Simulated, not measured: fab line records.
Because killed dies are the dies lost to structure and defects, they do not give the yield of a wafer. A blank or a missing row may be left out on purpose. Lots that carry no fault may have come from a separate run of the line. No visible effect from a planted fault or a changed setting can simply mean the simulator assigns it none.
fab line records	flow nand-harc
record: lots: 6	wafers: 18	last-day: 24
route steps=1159 shown A_STAIRCASE@613 END@1159
lots that met no fault: from a run of the same line without faults
start-h: hours from the record's opening day to when the first of the lot's shown wafers began	wait-h: hours since the lot's step before	" identical to the entry in the row above	L1.1+2: one row covering several wafers at once	- either no value or no given start	* or withheld: withheld	< > ~ a bound
route shown NAME@n: names a module that has steps shown in the file, with the first one's number in the route	usual: mean/standard deviation taken from wafers without a fault	same: alike in all rows	chamber/n: place in a boat	sites: readings site by site	_std_site: the values' standard deviation	_edge_site: the outer-site mean with the inner-site mean subtracted	radius-mm: how far each site lies from the wafer's centre	mask NAME#n: copy n	behind: the last tool/chamber to shape the wafer	hold: the reason the lot was held/the length of the hold in hours/how it ended	device: transistor that didn't switch, given as n, p or np	end of line: tests run on the same wafers once the route is complete	a step with no rows: only its recipe	killed: dies lost to structure and defects at the first sort, not the wafer's yield	map: the dies of a wafer, with x for killed, . for not killed, _ for no die there
set.NAME: the setting the step ran with; set.NAME@STEP: the setting that earlier step ran with	model.NAME: the simulator's own value behind a step, which no gauge read
certain route steps with their lots: each step a table, each wafer a row
services: from which hour (start-h, from the record's first day; less than 0 if before it) a tool's chamber was out of use, for how many hours, and why
== steps ==
step: NHARC_A_STAIRCASE_DESCUM_219
recipe: time-s: 3	o2-flow-sccm: 200	ar-flow-sccm: 0	bias-power-w: 0	chemistry: O2
usual: drypump-motor-current-A: 5.8/0.31	oes-product-au: 1.004/0.013	rf-vpp-V: 57.8/0.87	showerhead-plenum-p-Torr: 1.90/0.066	throttle-valve-pct: 11.311/0.0099
same: bias-power-w: 0
lot.wafer	tool	chamber	start-h	wait-h	drypump-motor-current-A	oes-product-au	rf-hours-counter-h	rf-vpp-V	showerhead-plenum-p-Torr	throttle-valve-pct
L938.2	rie-diel-07	0	267.40	-	5.5	0.996	11	56.9	1.98	11.333
L938.5	"	2	"	"	6.0	1.006	-	56.5	1.92	11.308
L938.6	"	3	"	"	6.2	1.007	-	58.7	2.01	11.318
L941.2	rie-diel-02	3	280.00	-	5.2	0.992	34	57.9	1.88	11.316
L941.4	"	2	"	"	5.8	0.990	43	59.2	1.94	11.296
L941.5	"	0	"	"	6.0	0.994	-	58.1	1.84	11.309
L940.2	rie-diel-01	3	280.69	-	5.9	0.996	47	57.9	1.81	11.298
L940.6	"	1	"	"	5.4	1.017	-	57.8	1.80	11.300
L940.5	"	2	"	"	5.7	1.010	-	56.8	1.77	11.297
L954.3	rie-diel-01	1	362.98	-	5.3	0.991	15	57.2	1.79	11.313
L954.1	"	2	"	"	5.7	1.018	15	59.2	2.07	11.312
L954.6	"	1	"	"	5.4	1.010	-	57.7	1.79	11.288
L957.2	rie-diel-07	3	370.65	-	6.2	1.011	50	59.2	2.00	11.304
L957.1	"	0	"	"	5.5	0.994	47	57.7	1.97	11.305
L957.5	"	2	"	"	5.9	1.004	-	57.0	1.90	11.304
L955.4	rie-diel-02	0	371.19	-	6.0	0.990	15	58.0	1.83	11.311
L955.1	"	1	"	"	6.2	1.018	16	58.3	1.89	11.319
L955.2	"	2	"	"	5.8	0.994	13	57.7	1.92	11.307
step: NHARC_A_STAIRCASE_TRIM_220
recipe: time-s: 211.2	o2-flow-sccm: 500	ar-flow-sccm: 0	bias-w: 0	chemistry: O2
usual: chamber-pressure-mTorr: 60.00/0.054	drypump-motor-current-A: 5.82/0.3	oes-product-au: 1.005/0.012	rf-vpp-V: 57.7/0.82	showerhead-plenum-p-Torr: 3.50/0.11	throttle-valve-pct: 17.037/0.0094
same: bias-w: 0
lot.wafer	tool	chamber	start-h	wait-h	chamber-pressure-mTorr	drypump-motor-current-A	oes-product-au	rf-hours-counter-h	rf-vpp-V	showerhead-plenum-p-Torr	throttle-valve-pct
L938.2	rie-diel-07	0	267.52	0.1	59.98	5.52	0.997	11	57.2	3.65	17.055
L938.5	"	1	"	"	59.97	5.69	1.024	-	57.8	3.61	17.034
L938.6	"	2	"	"	59.91	5.96	1.000	-	58.1	3.53	17.059
L941.2	rie-diel-02	1	280.10	0.1	60.03	6.20	1.009	42	58.0	3.50	17.065
L941.4	"	2	"	"	59.94	5.77	0.998	43	57.9	3.56	17.035
L941.5	"	1	"	"	60.02	6.18	1.007	-	59.7	3.50	17.037
L940.2	rie-diel-01	2	280.77	0.1	59.98	5.73	0.999	52	57.6	3.28	17.022
L940.6	"	1	"	"	59.97	5.39	1.017	-	57.6	3.33	17.041
L940.5	"	2	"	"	59.97	5.75	1.010	-	56.0	3.28	17.048
L954.1	rie-diel-01	1	363.06	0.1	59.95	5.36	1.007	15	58.1	3.32	17.035
L954.3	"	0	"	"	60.00	5.67	1.000	17	57.2	3.53	17.043
L954.6	"	2	"	"	59.86	5.74	1.010	-	59.5	3.80	17.033
L957.1	rie-diel-07	1	370.73	0.1	59.96	5.66	1.025	50	57.0	3.59	17.032
L957.2	"	2	"	"	59.96	5.95	1.015	49	57.0	3.51	17.026
L957.5	"	2	"	"	60.13	5.92	1.019	-	57.0	3.51	17.026
L955.4	rie-diel-02	0	371.27	0.1	59.98	6.03	0.983	15	57.8	3.38	17.047
L955.2	"	1	"	"	59.95	6.22	1.008	16	56.8	3.48	17.043
L955.1	"	2	"	"	60.04	5.77	0.981	13	58.2	3.55	17.046
step: NHARC_A_STAIRCASE_ETCH_221
recipe: target-depth-a: 1000	time-s: 40.5	ion-energy-ev: 400	c4f8-flow-sccm: 20	o2-flow-sccm: 10	ar-flow-sccm: withheld	rf-w: 600	bias-w: 1000	chemistry: C4F8/O2
step: NHARC_A_STAIRCASE_TRIM_222
recipe: time-s: 211.2	o2-flow-sccm: 500	ar-flow-sccm: 0	bias-w: 0	chemistry: O2
step: NHARC_A_STAIRCASE_ETCH_223
recipe: target-depth-a: 1000	time-s: 40.5	ion-energy-ev: 400	c4f8-flow-sccm: 20	o2-flow-sccm: 10	ar-flow-sccm: withheld	rf-w: 600	bias-w: 1000	chemistry: C4F8/O2
usual: oes-product-au: 0.948/0.013	rf-vpp-V: 895/4.1
lot.wafer	tool	chamber	start-h	wait-h	oes-product-au	rf-hours-counter-h	rf-vpp-V
L938.2	rie-diel-07	2	-	-	0.965	10	896
L938.6	"	1	"	"	0.975	-	899
L938.5	"	2	"	"	0.963	-	897
L941.2	rie-diel-02	1	-	-	0.956	43	895
L941.4	"	3	"	"	0.934	34	895
L941.5	"	1	"	"	0.959	-	894
L940.2	rie-diel-01	0	-	-	0.959	50	896
L940.6	"	2	"	"	0.948	-	885
L940.5	"	3	"	"	0.950	-	889
L954.1	rie-diel-01	1	-	-	0.962	16	889
L954.3	"	0	"	"	0.956	17	897
L954.6	"	2	"	"	0.956	-	906
L957.1	rie-diel-07	3	-	-	0.944	50	902
L957.2	"	1	"	"	0.942	50	898
L957.5	"	2	"	"	0.951	-	897
L955.4	rie-diel-02	0	-	-	0.934	16	889
L955.1	"	1	"	"	0.968	17	894
L955.2	"	2	"	"	0.953	13	897
step: NHARC_A_STAIRCASE_TRIM_224
recipe: time-s: 211.2	o2-flow-sccm: 500	ar-flow-sccm: 0	bias-w: 0	chemistry: O2
step: NHARC_A_STAIRCASE_ETCH_225
recipe: target-depth-a: 1000	time-s: 40.5	ion-energy-ev: 400	c4f8-flow-sccm: 20	o2-flow-sccm: 10	ar-flow-sccm: withheld	rf-w: 600	bias-w: 1000	chemistry: C4F8/O2
step: NHARC_A_STAIRCASE_TRIM_226
recipe: time-s: 211.2	o2-flow-sccm: 500	ar-flow-sccm: 0	bias-w: 0	chemistry: O2
step: NHARC_A_STAIRCASE_ETCH_227
recipe: target-depth-a: 1000	time-s: 40.5	ion-energy-ev: 400	c4f8-flow-sccm: 20	o2-flow-sccm: 10	ar-flow-sccm: withheld	rf-w: 600	bias-w: 1000	chemistry: C4F8/O2
step: NHARC_A_STAIRCASE_TRIM_229
recipe: time-s: 211.2	o2-flow-sccm: 500	ar-flow-sccm: 0	bias-w: 0	chemistry: O2
usual: chamber-pressure-mTorr: 60.00/0.05	drypump-motor-current-A: 5.77/0.26	oes-product-au: 1.005/0.014	rf-vpp-V: 57.7/0.94	showerhead-plenum-p-Torr: 3.49/0.13	throttle-valve-pct: 17.035/0.0097
same: bias-w: 0
lot.wafer	tool	chamber	start-h	wait-h	chamber-pressure-mTorr	drypump-motor-current-A	oes-product-au	rf-hours-counter-h	rf-vpp-V	showerhead-plenum-p-Torr	throttle-valve-pct
L938.2	rie-diel-01	3	268.54	0.1	60.04	5.92	0.992	43	58.3	3.35	17.045
L938.6	"	1	"	"	59.94	5.36	1.008	-	57.4	3.33	17.046
L938.5	"	2	"	"	60.03	5.74	1.009	-	57.0	3.28	17.040
L941.4	rie-diel-07	1	281.44	0.1	59.94	5.65	1.020	16	58.9	3.61	17.024
L941.2	"	3	"	"	59.93	6.22	1.003	17	57.7	3.70	17.041
L941.5	"	1	"	"	59.93	5.66	1.030	-	59.1	3.61	17.036
L940.2	rie-diel-02	1	281.78	0.1	59.94	6.22	1.014	43	57.1	3.50	17.040
L940.5	"	1	"	"	60.09	6.20	1.005	-	55.1	3.50	17.042
L940.6	"	2	"	"	59.94	5.74	1.005	-	58.4	3.56	17.038
L954.3	rie-diel-02	0	364.08	0.1	60.01	6.01	0.975	12	58.3	3.38	17.033
L954.1	"	2	"	"	60.09	5.76	0.990	10	57.2	3.55	17.033
L954.6	"	1	"	"	60.02	6.20	1.023	-	58.1	3.48	17.042
L957.1	rie-diel-07	2	372.01	0.1	60.05	5.90	0.996	50	58.0	3.51	17.011
L957.2	"	0	"	"	60.02	5.56	0.994	47	59.3	3.63	17.019
L957.5	"	2	"	"	59.97	5.93	1.003	-	56.2	3.51	17.047
L955.4	rie-diel-02	1	372.74	0.1	60.00	6.18	1.014	17	56.4	3.48	17.045
L955.2	"	2	"	"	59.99	5.75	0.987	14	57.4	3.55	17.041
L955.1	"	3	"	"	60.07	5.32	0.998	13	57.0	3.46	17.037
step: NHARC_A_STAIRCASE_ETCH_230
recipe: target-depth-a: 1000	time-s: 40.5	ion-energy-ev: 400	c4f8-flow-sccm: 20	o2-flow-sccm: 10	ar-flow-sccm: withheld	rf-w: 600	bias-w: 1000	chemistry: C4F8/O2
usual: oes-product-au: 0.954/0.017	rf-vpp-V: 895/5.2
lot.wafer	tool	chamber	start-h	wait-h	oes-product-au	rf-hours-counter-h	rf-vpp-V
L938.2	rie-diel-01	0	-	-	0.955	46	898
L938.5	"	2	"	"	0.957	-	886
L938.6	"	3	"	"	0.936	-	890
L941.4	rie-diel-07	3	-	-	0.988	17	902
L941.2	"	0	"	"	0.966	17	902
L941.5	"	3	"	"	0.981	-	902
L940.2	rie-diel-02	2	-	-	0.943	44	896
L940.5	"	2	"	"	0.939	-	897
L940.6	"	3	"	"	0.949	-	895
L954.3	rie-diel-02	0	-	-	0.913	12	891
L954.1	"	2	"	"	0.911	11	894
L954.6	"	0	"	"	0.908	-	890
L957.1	rie-diel-07	3	-	-	0.961	51	903
L957.2	"	0	"	"	0.966	47	902
L957.5	"	2	"	"	0.952	-	895
L955.1	rie-diel-02	1	-	-	0.946	17	895
L955.4	"	3	"	"	0.939	13	894
L955.2	"	0	"	"	0.931	16	889
step: NHARC_A_STAIRCASE_TRIM_231
recipe: time-s: 211.2	o2-flow-sccm: 500	ar-flow-sccm: 0	bias-w: 0	chemistry: O2
usual: bias-w: 0/0	chamber-pressure-mTorr: 60.00/0.056	drypump-motor-current-A: 5.77/0.28	oes-product-au: 1.006/0.013	rf-vpp-V: 57.6/0.87	showerhead-plenum-p-Torr: 3.49/0.13	throttle-valve-pct: 17.037/0.0091
lot.wafer	tool	chamber	start-h	wait-h	bias-w	chamber-pressure-mTorr	drypump-motor-current-A	oes-product-au	rf-hours-counter-h	rf-vpp-V	showerhead-plenum-p-Torr	throttle-valve-pct
L938.2	rie-diel-01	3	268.92	-	0	59.97	6.00	0.992	43	59.4	3.35	17.053
L938.5	"	1	"	"	0	60.05	5.33	1.005	-	57.2	3.34	17.045
L938.6	"	2	"	"	0	59.88	5.76	1.012	-	57.4	3.28	17.021
L941.4	rie-diel-07	0	281.73	-	0	59.96	5.54	1.003	17	58.3	3.65	17.057
L941.2	"	1	"	"	0	60.01	5.64	1.021	16	57.4	3.61	17.031
L941.5	"	3	"	"	0	59.97	6.17	1.010	-	58.1	3.70	17.036
L940.2	rie-diel-02	3	282.15	-	0	60.05	5.28	0.990	35	58.5	3.48	17.037
L940.6	"	1	"	"	0	59.97	6.19	1.002	-	58.3	3.50	17.041
L940.5	"	2	"	"	0	59.99	5.79	1.007	-	57.7	3.56	17.039
L954.3	rie-diel-02	2	364.35	-	-	-	-	-	-	-	-	-
L954.1	"	3	"	"	-	-	-	-	-	-	-	-
L954.6	"	2	"	"	-	-	-	-	-	-	-	-
L957.1	rie-diel-07	0	372.26	-	0	59.96	5.54	1.024	47	57.5	3.63	17.031
L957.2	"	1	"	"	0	59.90	5.63	1.032	50	57.7	3.59	17.036
L957.5	"	1	"	"	0	59.98	5.66	1.036	-	56.2	3.59	17.033
L955.4	rie-diel-02	2	373.13	-	-	-	-	-	-	-	-	-
L955.2	"	0	"	"	-	-	-	-	-	-	-	-
L955.1	"	1	"	"	-	-	-	-	-	-	-	-
step: NHARC_A_STAIRCASE_ETCH_232
recipe: target-depth-a: 1000	time-s: 40.5	ion-energy-ev: 400	c4f8-flow-sccm: 20	o2-flow-sccm: 10	ar-flow-sccm: withheld	rf-w: 600	bias-w: 1000	chemistry: C4F8/O2
step: NHARC_END_SORT_01
recipe: temp-c: 25
usual: killed-at-array: 28/11	killed-at-other: 0.8/1.1	killed-at-periphery: 3.3/2.8	killed-dies: 32/11	killed-open: 3.3/1.9	killed-short: 1.9/1.4
same: gross-dies: 677
lot.wafer	tool	chamber	start-h	wait-h	hold	killed-at-array	killed-at-other	killed-at-periphery	killed-dies	killed-open	killed-short
L938.2	prober-01	0	469.55	2.8	-	25	1	3	29	5	4
L938.5	prober-01	0	471.93	3.7	-	30	0	3	33	2	3
L938.6	prober-01	0	472.72	4.0	-	23	0	3	26	2	1
L941.2	prober-01	0	477.79	2.8	-	17	1	3	21	6	0
L941.4	prober-01	0	479.40	3.4	-	17	0	2	19	3	1
L941.5	prober-01	0	480.20	3.7	-	7	0	6	13	5	2
L940.2	prober-02	0	477.82	2.8	-	39	0	5	44	3	2
L940.5	prober-02	0	480.23	3.7	-	34	0	3	37	2	3
L940.6	prober-02	0	481.04	4.0	-	29	1	3	33	7	3
L954.1	prober-02	0	576.44	2.4	await-dispo/5.4h/scrap	675	1	1	677	4	3
L954.3	prober-02	0	578.03	3.1	await-dispo/5.4h/scrap	674	1	2	677	6	2
L954.6	prober-02	0	580.43	4.0	await-dispo/5.4h/scrap	672	2	3	677	7	2
L955.1	prober-01	0	576.57	2.5	await-dispo/3.9h/scrap	671	1	5	677	5	1
L955.2	prober-01	0	577.38	2.8	await-dispo/3.9h/scrap	672	0	5	677	2	0
L955.4	prober-01	0	578.99	3.4	await-dispo/3.9h/scrap	672	0	5	677	3	2
L957.1	prober-02	0	584.24	2.5	-	52	5	5	62	1	1
L957.2	prober-02	0	585.03	2.8	-	51	1	5	57	6	2
L957.5	prober-02	0	587.41	3.7	-	44	3	5	52	4	3
killed by level:class
L938.2 A_CHANNEL_HOLE_D1:chamber-film-flake=13 A_CHANNEL_FILL_D1:geometric-particle:open=3 A_CHANNEL_FILL_D1:geometric-particle:short=2 A_CHANNEL_FILL_D1:chamber-film-flake=2 A_STAIRCASE:chamber-film-flake=2 P_GATE:geometric-particle:short=1 A_CONTACT:geometric-particle:open=1 A_M1:geometric-particle:open=1
L938.5 A_CHANNEL_HOLE_D1:chamber-film-flake=17 A_STAIRCASE:chamber-film-flake=3 A_CONTACT:chamber-film-flake=3 A_CHANNEL_FILL_D1:chamber-film-flake=2 A_WL_FILL:chamber-film-flake=2 P_CONTACT:geometric-particle:short=1 P_CONTACT:geometric-particle:open=1 A_STAIRCASE:geometric-particle:open=1
L938.6 A_CHANNEL_HOLE_D1:chamber-film-flake=14 P_CONTACT:geometric-particle:open=2 A_CHANNEL_FILL_D1:chamber-film-flake=2 A_STAIRCASE:chamber-film-flake=2 A_CONTACT:chamber-film-flake=2 A_ONON_D1:geometric-particle:short=1 P_STI:chamber-film-flake=1 A_ZERO_WELL:chamber-film-flake=1
L941.2 A_CHANNEL_HOLE_D1:chamber-film-flake=6 P_GATE:chamber-film-flake=3 A_CONTACT:chamber-film-flake=3 A_M0:geometric-particle:open=2 A_STAIRCASE:chamber-film-flake=2 A_ONON_D1:geometric-particle:open=1 A_CHANNEL_FILL_D1:geometric-particle:open=1 A_CONTACT:geometric-particle:open=1
L940.2 A_CHANNEL_HOLE_D1:chamber-film-flake=19 A_SLIT:chamber-film-flake=11 A_STAIRCASE:chamber-film-flake=4 A_CONTACT:chamber-film-flake=3 P_CONTACT:geometric-particle:short=2 P_CONTACT:geometric-particle:open=1 P_M0:geometric-particle:open=1 A_M0:geometric-particle:open=1
L941.4 A_CHANNEL_HOLE_D1:chamber-film-flake=6 A_CONTACT:chamber-film-flake=6 A_STAIRCASE:chamber-film-flake=3 P_GATE:geometric-particle:short=1 P_BONDPAD:geometric-particle:open=1 A_ONON_D1:geometric-particle:open=1 A_CHANNEL_FILL_D1:geometric-particle:open=1
L941.5 A_STAIRCASE:chamber-film-flake=3 P_GATE:geometric-particle:open=2 P_CONTACT:geometric-particle:open=2 P_M0:geometric-particle:open=1 A_ONON_D1:geometric-particle:short=1 A_CHANNEL_FILL_D1:geometric-particle:short=1 P_ZERO_WELL:chamber-film-flake=1 A_CHANNEL_HOLE_D1:chamber-film-flake=1
L940.5 A_CHANNEL_HOLE_D1:chamber-film-flake=18 A_SLIT:chamber-film-flake=9 A_STAIRCASE:chamber-film-flake=4 P_CONTACT:geometric-particle:short=1 P_M0:geometric-particle:open=1 P_M1:geometric-particle:short=1 A_CONTACT:geometric-particle:short=1 A_CONTACT:geometric-particle:open=1
L940.6 A_CHANNEL_HOLE_D1:chamber-film-flake=10 A_SLIT:chamber-film-flake=7 A_STAIRCASE:chamber-film-flake=3 A_CHANNEL_HOLE_D1:geometric-particle:open=2 P_CONTACT:geometric-particle:open=1 P_M0:geometric-particle:open=1 A_CHANNEL_HOLE_D1:geometric-particle:short=1 A_CHANNEL_FILL_D1:geometric-particle:short=1
L954.1 A_STAIRCASE:area-trim=641 A_SLIT:chamber-film-flake=16 A_CHANNEL_HOLE_D1:chamber-film-flake=7 A_STAIRCASE:chamber-film-flake=3 A_CHANNEL_FILL_D1:geometric-particle:short=2 A_CONTACT:chamber-film-flake=2 P_CONTACT:geometric-particle:open=1 A_ONON_D1:geometric-particle:open=1
L955.1 A_STAIRCASE:area-trim=647 A_SLIT:chamber-film-flake=14 P_M2:chamber-film-flake=4 A_CHANNEL_HOLE_D1:chamber-film-flake=3 A_CONTACT:geometric-particle:open=2 A_CONTACT:chamber-film-flake=2 A_ONON_D1:geometric-particle:open=1 A_CHANNEL_FILL_D1:geometric-particle:open=1
L955.2 A_STAIRCASE:area-trim=647 A_SLIT:chamber-film-flake=12 A_CHANNEL_HOLE_D1:chamber-film-flake=6 A_CONTACT:chamber-film-flake=5 P_ZERO_WELL:chamber-film-flake=2 P_M2:chamber-film-flake=2 P_GATE:geometric-particle:open=1 A_CONTACT:geometric-particle:open=1
L954.3 A_STAIRCASE:area-trim=648 A_SLIT:chamber-film-flake=14 A_CHANNEL_HOLE_D1:chamber-film-flake=4 P_M1:geometric-particle:open=1 A_ONON_D1:geometric-particle:open=1 A_CHANNEL_FILL_D1:geometric-particle:short=1 A_WL_FILL:geometric-particle:open=1 A_WL_FILL:geometric-particle:short=1
L955.4 A_STAIRCASE:area-trim=648 A_SLIT:chamber-film-flake=11 A_CHANNEL_HOLE_D1:chamber-film-flake=4 P_M2:chamber-film-flake=3 A_STAIRCASE:chamber-film-flake=3 A_CONTACT:chamber-film-flake=2 P_CONTACT:geometric-particle:short=1 P_M0:geometric-particle:open=1
L954.6 A_STAIRCASE:area-trim=644 A_SLIT:chamber-film-flake=15 A_CHANNEL_HOLE_D1:chamber-film-flake=4 A_M0:geometric-particle:open=3 STARTING-WAFER:geometric-particle:open=2 A_STAIRCASE:chamber-film-flake=2 A_CONTACT:chamber-film-flake=2 P_GATE:geometric-particle:open=1
L957.1 A_CHANNEL_HOLE_D1:chamber-film-flake=25 A_SLIT:chamber-film-flake=12 A_WL_FILL:chamber-film-flake=6 A_CONTACT:chamber-film-flake=6 P_STI:chamber-film-flake=4 THIN_TSV:chamber-film-flake=4 P_CONTACT:geometric-particle:open=1 STARTING-WAFER:geometric-particle:short=1
L957.2 A_CHANNEL_HOLE_D1:chamber-film-flake=23 A_SLIT:chamber-film-flake=16 A_CONTACT:chamber-film-flake=3 A_WL_FILL:geometric-particle:short=2 P_M2:chamber-film-flake=2 A_WL_FILL:chamber-film-flake=2 P_GATE:geometric-particle:open=1 P_M0:geometric-particle:open=1
L957.5 A_CHANNEL_HOLE_D1:chamber-film-flake=19 A_SLIT:chamber-film-flake=17 P_GATE:chamber-film-flake=4 THIN_TSV:chamber-film-flake=3 A_WL_FILL:geometric-particle:open=2 P_M1:geometric-particle:open=1 A_ONON_D1:geometric-particle:short=1 A_CHANNEL_HOLE_D1:geometric-particle:open=1
map L954.1 (x killed, . not)
____________x____________
_________xxxxxxx_________
_______xxxxxxxxxxx_______
______xxxxxxxxxxxxx______
_____xxxxxxxxxxxxxxx_____
____xxxxxxxxxxxxxxxxx____
____xxxxxxxxxxxxxxxxx____
___xxxxxxxxxxxxxxxxxxx___
___xxxxxxxxxxxxxxxxxxx___
__xxxxxxxxxxxxxxxxxxxxx__
__xxxxxxxxxxxxxxxxxxxxx__
_xxxxxxxxxxxxxxxxxxxxxxx_
_xxxxxxxxxxxxxxxxxxxxxxx_
_xxxxxxxxxxxxxxxxxxxxxxx_
_xxxxxxxxxxxxxxxxxxxxxxx_
_xxxxxxxxxxxxxxxxxxxxxxx_
xxxxxxxxxxxxxxxxxxxxxxxxx
xxxxxxxxxxxxxxxxxxxxxxxxx
xxxxxxxxxxxxxxxxxxxxxxxxx
xxxxxxxxxxxxxxxxxxxxxxxxx
xxxxxxxxxxxxxxxxxxxxxxxxx
_xxxxxxxxxxxxxxxxxxxxxxx_
_xxxxxxxxxxxxxxxxxxxxxxx_
_xxxxxxxxxxxxxxxxxxxxxxx_
_xxxxxxxxxxxxxxxxxxxxxxx_
_xxxxxxxxxxxxxxxxxxxxxxx_
__xxxxxxxxxxxxxxxxxxxxx__
__xxxxxxxxxxxxxxxxxxxxx__
___xxxxxxxxxxxxxxxxxxx___
___xxxxxxxxxxxxxxxxxxx___
____xxxxxxxxxxxxxxxxx____
____xxxxxxxxxxxxxxxxx____
_____xxxxxxxxxxxxxxx_____
______xxxxxxxxxxxxx______
_______xxxxxxxxxxx_______
_________xxxxxxx_________
____________x____________
map L955.1 (x killed, . not)
____________x____________
_________xxxxxxx_________
_______xxxxxxxxxxx_______
______xxxxxxxxxxxxx______
_____xxxxxxxxxxxxxxx_____
____xxxxxxxxxxxxxxxxx____
____xxxxxxxxxxxxxxxxx____
___xxxxxxxxxxxxxxxxxxx___
___xxxxxxxxxxxxxxxxxxx___
__xxxxxxxxxxxxxxxxxxxxx__
__xxxxxxxxxxxxxxxxxxxxx__
_xxxxxxxxxxxxxxxxxxxxxxx_
_xxxxxxxxxxxxxxxxxxxxxxx_
_xxxxxxxxxxxxxxxxxxxxxxx_
_xxxxxxxxxxxxxxxxxxxxxxx_
_xxxxxxxxxxxxxxxxxxxxxxx_
xxxxxxxxxxxxxxxxxxxxxxxxx
xxxxxxxxxxxxxxxxxxxxxxxxx
xxxxxxxxxxxxxxxxxxxxxxxxx
xxxxxxxxxxxxxxxxxxxxxxxxx
xxxxxxxxxxxxxxxxxxxxxxxxx
_xxxxxxxxxxxxxxxxxxxxxxx_
_xxxxxxxxxxxxxxxxxxxxxxx_
_xxxxxxxxxxxxxxxxxxxxxxx_
_xxxxxxxxxxxxxxxxxxxxxxx_
_xxxxxxxxxxxxxxxxxxxxxxx_
__xxxxxxxxxxxxxxxxxxxxx__
__xxxxxxxxxxxxxxxxxxxxx__
___xxxxxxxxxxxxxxxxxxx___
___xxxxxxxxxxxxxxxxxxx___
____xxxxxxxxxxxxxxxxx____
____xxxxxxxxxxxxxxxxx____
_____xxxxxxxxxxxxxxx_____
______xxxxxxxxxxxxx______
_______xxxxxxxxxxx_______
_________xxxxxxx_________
____________x____________
== services ==
tool	chamber	start-h	hours	kind
rie-diel-02	0	259.54	-	clean
rie-diel-02	1	259.54	-	clean
rie-diel-02	2	259.54	-	clean
rie-diel-02	3	259.54	-	clean
rie-diel-02	0	284.04	-	clean
rie-diel-02	1	284.04	-	clean
rie-diel-02	2	284.04	-	clean
rie-diel-02	3	284.04	-	clean
rie-diel-01	3	288.44	4.6	repair
rie-diel-02	-	297.41	0.8	repair
rie-diel-02	0	308.58	-	clean
rie-diel-02	1	308.58	-	clean
rie-diel-02	2	308.58	-	clean
rie-diel-02	3	308.58	-	clean
rie-diel-01	-	314.86	9.0	pm
rie-diel-02	-	327.99	9.0	pm
rie-diel-02	0	327.99	9.0	vent-cycle
rie-diel-02	1	327.99	9.0	vent-cycle
rie-diel-02	2	327.99	9.0	vent-cycle
rie-diel-02	3	327.99	9.0	vent-cycle
rie-diel-02	0	336.99	-	clean
rie-diel-02	1	336.99	-	clean
rie-diel-02	2	336.99	-	clean
rie-diel-07	0	347.99	10.7	repair
== key ==
first-sign: step: NHARC_A_STAIRCASE_TRIM_231	reading: tool-record	direction: missing
effect: step: NHARC_END_SORT_01	reading: killed-at-array	direction: up	sigmas: 59	usual: 28	struck: 673
more-kills-born-at: NHARC_A_STAIRCASE_TRIM_231@rie-diel-02: 3874
met-at NHARC_A_STAIRCASE_TRIM_231
struck-wafers L954.1,L954.3,L954.6,L955.1,L955.2,L955.4
later-rows-left-out L954.1,L954.3,L954.6,L955.1,L955.2,L955.4
tester-left-out L954,L955
onset-between 282.15 364.35
fault: kind: skipped-step-whole	tool: rie-diel-02	chamber: -	onset-h: 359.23	steps: NHARC_A_STAIRCASE_TRIM_231	scope: struck-lots-only
tester-left-out: of these lots the tester's yield and bins aren't shown, on N5 and GAA mostly nor the transistor test; their killed dies are dies lost to structure and defects alone, not to doping, threshold or leakage, so they don't give the yield
later-rows-left-out: the simulator's readings of these wafers behind a module that went badly wrong aren't trusted and aren't shown, but for the sort
